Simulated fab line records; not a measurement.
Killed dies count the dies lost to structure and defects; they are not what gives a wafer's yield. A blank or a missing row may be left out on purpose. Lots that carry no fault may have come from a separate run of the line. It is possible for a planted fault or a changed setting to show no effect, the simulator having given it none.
Matching of chambers + flow n5_finfet + N5_BEOL_M11_ETCH_62 on rie_diel-02: 4 sister chambers
The step etches SOC in N2/H2, target depth 110 nm, overetch 22 nm, time 165 s. 4 wafers are shown with their chamber, then 8 later ones without.

== WAFERS WITH THEIR CHAMBER ==
| wafer  | chamber | throttle_valve_pct (%) |
|--------|---------|------------------------|
| L077.6 | 3       | 17.85                  |
| L084.1 | 2       | 18.10                  |
| L084.3 | 0       | 17.90                  |
| L085.3 | 1       | 17.67                  |

== WAFERS WITH NO CHAMBER GIVEN ==
| wafer  | throttle_valve_pct (%) |
|--------|------------------------|
| L085.4 | 17.45                  |
| L085.6 | 17.89                  |
| L088.3 | 17.66                  |
| L088.4 | 17.47                  |
| L088.6 | 17.89                  |
| L090.2 | 17.91                  |
| L090.4 | 17.70                  |
| L090.6 | 17.49                  |

== WHICH CHAMBER EACH WENT THROUGH ==
| wafer  | from the rows above               | in truth |
|--------|-----------------------------------|----------|
| L085.4 | can't be placed: 1 or 3 or 0      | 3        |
| L085.6 | can't be placed: 0 or 3 or 2 or 1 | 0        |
| L088.3 | can't be placed: 1 or 3 or 0      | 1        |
| L088.4 | can't be placed: 1 or 3 or 0      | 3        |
| L088.6 | can't be placed: 0 or 3 or 2 or 1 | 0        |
| L090.2 | can't be placed: 0 or 3 or 2 or 1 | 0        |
| L090.4 | can't be placed: 1 or 3 or 0      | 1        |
| L090.6 | can't be placed: 1 or 3 or 0      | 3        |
Correct placement for 0 of the 8. Can't be placed from these rows: 8 (the true chamber is among the candidates in 8). Wrongly placed: 0.
How it was worked out, from the rows above alone: a wafer's distance from a chamber is the root of the sum, over the readings, of the square of ((its reading less the chamber's mean) divided by the reading's scatter). The wafer belongs to the nearest chamber; if the next one is less than 2 further off, it can't be placed. For every chamber, the mean is computed from those of its wafers that are shown. The scatter: root of mean squared gap, hidden wafer to nearest shown wafer, with one shown wafer a chamber.
